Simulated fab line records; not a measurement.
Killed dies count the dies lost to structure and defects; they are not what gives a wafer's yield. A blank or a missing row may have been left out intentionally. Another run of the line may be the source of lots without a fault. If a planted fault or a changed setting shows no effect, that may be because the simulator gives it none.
8D (eight disciplines) problem report, filled in by code | flow nand-harc | the parts of the form that need people (team, actions taken, sign-off) are left out

== 1. WHAT WENT WRONG ==
On 2 wafers of 1 lot, oes-product-au at NHARC_P_CONTACT_ETCH_35 has a mean of 0.858 a.u.; fault-free wafers read 1.006 a.u., standard deviation 0.011. Measured from the usual mean, that is -13 standard deviations.
The step: etches the open film in CF4, target depth 39 nm, time 65 s.
Earliest sighting: wafer L555.1 on rie-diel-06 at day 8 23:53. At this step, 36 wafers from 12 lots have a number in the record. Rule for "out", or "out of limits": more than 4 standard deviations from the usual mean. Any other wafer with a number is counted as sound.

== 2. WHAT IT IS AND WHAT IT IS NOT ==
question                    | is               | is not
which readings at this step | oes-product-au   | drypump-motor-current-A, rf-vpp-V, showerhead-plenum-p-Torr, throttle-valve-pct
which lots                  | L555             | L549, L550, L560, L562, L563, L564, L565, L567, L569, L570, L571
which wafers of those lots  | L555.1, L555.5   | L555.4
read on which tools         | rie-diel-06      | rie-diel-12, rie-diel-13
when                        | from day 8 23:53 | up to then (7 sound wafers); but 27 sound wafers of L560, L562, L563, L564, L565, L567, L569, L570, L571 came after

== 3. THE SUSPECTS, EACH WITH WHAT RULES IT OUT ==
Counting: a tool at a process step up to the reading stays a suspect if it ran every lot that is out. Sound lots after the first of them don't rule it out here, since some wafers of a struck lot are sound.
- rtp-anneal-01 at NHARC_P_GATE_RTA_82 (time 30 s): kept. It ran the lot that is out, L555 (day 8 21:48).
- pecvd-02 at NHARC_P_CONTACT_DEP_00 (deposits SiO2, target thk 500 nm): kept. It ran the lot that is out, L555 (day 8 23:53). NHARC_P_CONTACT_DEP_00 gives no start for some lots, so the hours and the order of its lots are those of NHARC_P_CONTACT_ETCH_35.
- rie-diel-06 at NHARC_P_CONTACT_ETCH_35 (etches the open film in CF4, target depth 39 nm, time 65 s): kept. It ran the lot that is out, L555 (day 8 23:53). Its own readings are out on those wafers: oes-product-au.
- Within pecvd-02 at NHARC_P_CONTACT_DEP_00: the wafers that are out ran in chambers 0, 1; their sound lot-mates ran in chamber 2.
- At NHARC_P_CONTACT_ETCH_35 on rie-diel-06, chamber 2 took the sound wafers of the same lots and chamber 0 took the wafers that are out.
After the count, these remain: rtp-anneal-01 at NHARC_P_GATE_RTA_82, pecvd-02 at NHARC_P_CONTACT_DEP_00 and rie-diel-06 at NHARC_P_CONTACT_ETCH_35.

== 4. THE CAUSE (what the simulator had put in) ==
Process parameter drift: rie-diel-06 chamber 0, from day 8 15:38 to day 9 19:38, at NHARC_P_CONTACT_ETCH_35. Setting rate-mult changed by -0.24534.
Counting leaves 3 suspects; this tool is one of them.

== 5. SEQUENCE OF EFFECTS, ordered by route ==
Each row: a reading whose mean over the struck wafers that have a number lies more than 3 standard deviations from the usual. Only readings whose record carries a usual standard deviation are examined. hours: median over the lots of the time between each lot's start at the first step of this table that gives one and its start at this step. sigmas: the change, counted in usual standard deviations.
hours | step                    | reading        | usual      | on struck wafers | change | sigmas
0     | NHARC_P_CONTACT_ETCH_35 | oes-product-au | 1.006 a.u. | 0.858            | -0.148 | -13
It contains these process steps:
- NHARC_P_CONTACT_ETCH_35: etches the open film in CF4, target depth 39 nm, time 65 s.
Later steps that measure or inspect, where all struck wafers having a row at the step show a number for every such reading and not one has moved that far: NHARC_END_SORT_01.

== 6. WHAT WOULD HAVE CAUGHT IT SOONER ==
In this record no reading fell out of limits until day 8 23:53, 8 hours after the fault had begun at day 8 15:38.
